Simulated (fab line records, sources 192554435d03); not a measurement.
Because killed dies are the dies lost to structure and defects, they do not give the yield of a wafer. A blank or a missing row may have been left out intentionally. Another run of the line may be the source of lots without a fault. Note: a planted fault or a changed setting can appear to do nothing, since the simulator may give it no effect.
Struck lot and sound lot, side by side || flow n5_finfet || 14 steps out of a route of 1938
Sound: these wafers, L191.1, L191.2, L191.3. Struck: wafer L197.6 (L197.3, L197.5, from the same lot, were not struck and are left out); the cause is given at the end.
At each step with rows: each side's tool, then ch and its chambers, then its first start. Under that, the readings that differ: sound wafers || struck wafers || difference of the means || sigmas: that difference in standard deviations of wafers without a fault.
alike: readings whose means differ by less than 2 such deviations, and words and numbers that are the same on both sides. not compared: withheld readings, readings that some wafer has no value for, bounds like >300 that may hide the same value, and numbers for which the record gives no deviation and whose values overlap.
A row with sigmas, a row that says differs or no value, or rows on one side alone: a step with any of these is where the two part. Numbers that have no deviation but don't overlap get no sigmas and don't part them. Lack of a reading on every wafer of one side parts them only where that side has two or more wafers.

first, 1 step without rows for these wafers: N5_MOL_CONTACT_COAG_STRIP_69 (strips in N2/H2).
N5_MOL_CONTACT_COAG_ETCHBACK_136: etches SiO2 in CHF3, target depth 25 nm, time 16.7 s.
  sound on rie_diel-03 ch 0,1,2, day 7 18:20; struck on rie_diel-04 ch 3, day 9 02:41
  alike: CHF3_flow_sccm, bias_w, drypump_motor_current_A, oes_f_703_au, oes_product_au, rf_vpp_V, showerhead_plenum_p_Torr, throttle_valve_pct
  not compared: rf_hours_counter_h
then, 1 step without rows for these wafers: N5_MOL_CONTACT_COAG_STRIP_120 (strips in CHF3).
N5_MOL_CONTACT_COAG_VIA_ETCH_117: etches SiO2 in C4F6/O2, target depth 40 nm, overetch 8 nm, time 26 s.
  sound on rie_diel-03 ch 0,1,2, day 7 18:22; struck on rie_diel-04 ch 3, day 9 02:43
  alike: bias_w, drypump_motor_current_A, oes_f_703_au, oes_product_au, rf_vpp_V, showerhead_plenum_p_Torr, throttle_valve_pct
  not compared: rf_hours_counter_h
N5_MOL_CONTACT_COAG_ETCH_124: etches SiNx in CH3F/O2, stops on SiOC, target depth 6.5 nm.
  sound on rie_diel-03 ch 0,1,2, day 7 18:24; struck on rie_diel-04 ch 3, day 9 02:45
  alike: bias_w, drypump_motor_current_A, oes_f_703_au, oes_product_au, rf_vpp_V, showerhead_plenum_p_Torr, throttle_valve_pct
  not compared: rf_hours_counter_h
then, 1 step without rows for these wafers: N5_MOL_CONTACT_COAG_ETCH_48 (etches SiOC in C4F6/O2, target depth 15 nm, overetch 4.5 nm, time 17 s).
N5_MOL_CONTACT_COAG_STRIP_72: strips in N2/H2.
  sound on rie_diel-03 ch 0,1,2, day 7 18:29; struck on rie_diel-04 ch 3, day 9 02:51
  alike: drypump_motor_current_A, h2_flow_sccm, oes_product_au, rf_vpp_V, showerhead_plenum_p_Torr, throttle_valve_pct
  not compared: rf_hours_counter_h
N5_MOL_CONTACT_COAG_STRIP_49: strips in N2/H2, time 30 s.
  sound on plasma_asher-01 ch 0,1, day 7 18:34; struck on plasma_asher-02 ch 0, day 9 02:57
  alike: drypump_motor_current_A, h2_flow_sccm, heater_power_w
  not compared: rf_hours_counter_h
then, 2 steps without rows for these wafers: N5_MOL_CONTACT_COAG_PRECLEAN_138 (cleans in alkaline clean, time 60 s); N5_MOL_CONTACT_COAG_SRD_139 (time 30 s).
N5_MOL_CONTACT_COAG_CD_MEAS_101 targets a cd of 16 nm.
  sound on cd_sem-03, day 7 18:43; struck on cd_sem-01, day 9 03:05
  alike: cd_nm
next, for these wafers, 1 step has no rows: N5_MOL_CONTACT_COAG_PRE_CLEAN_121.
N5_MOL_CONTACT_COAG_CVD_140: deposits W, target thk 66.5 nm, time 215 s.
  sound on cvd_w-01 ch 0,1, day 7 18:51; struck on cvd_w-01 ch 1, day 9 03:17
{"reading": "run_length_s (s)", "sound": "286.0 285.8 286.5", "struck": 490.3, "difference": "+204.2", "sigmas": "+99 or more"}
  alike: heater_power_w
then, 1 step without rows for these wafers: N5_MOL_CONTACT_COAG_PRECLEAN_127 (cleans in DIW, time 57.5 s).

WHERE THEY PART
Only at N5_MOL_CONTACT_COAG_CVD_140, within this record.

WHY: whatever the simulator had introduced
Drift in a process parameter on cvd_w-01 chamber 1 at N5_MOL_CONTACT_COAG_CVD_140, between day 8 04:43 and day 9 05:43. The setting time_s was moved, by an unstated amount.
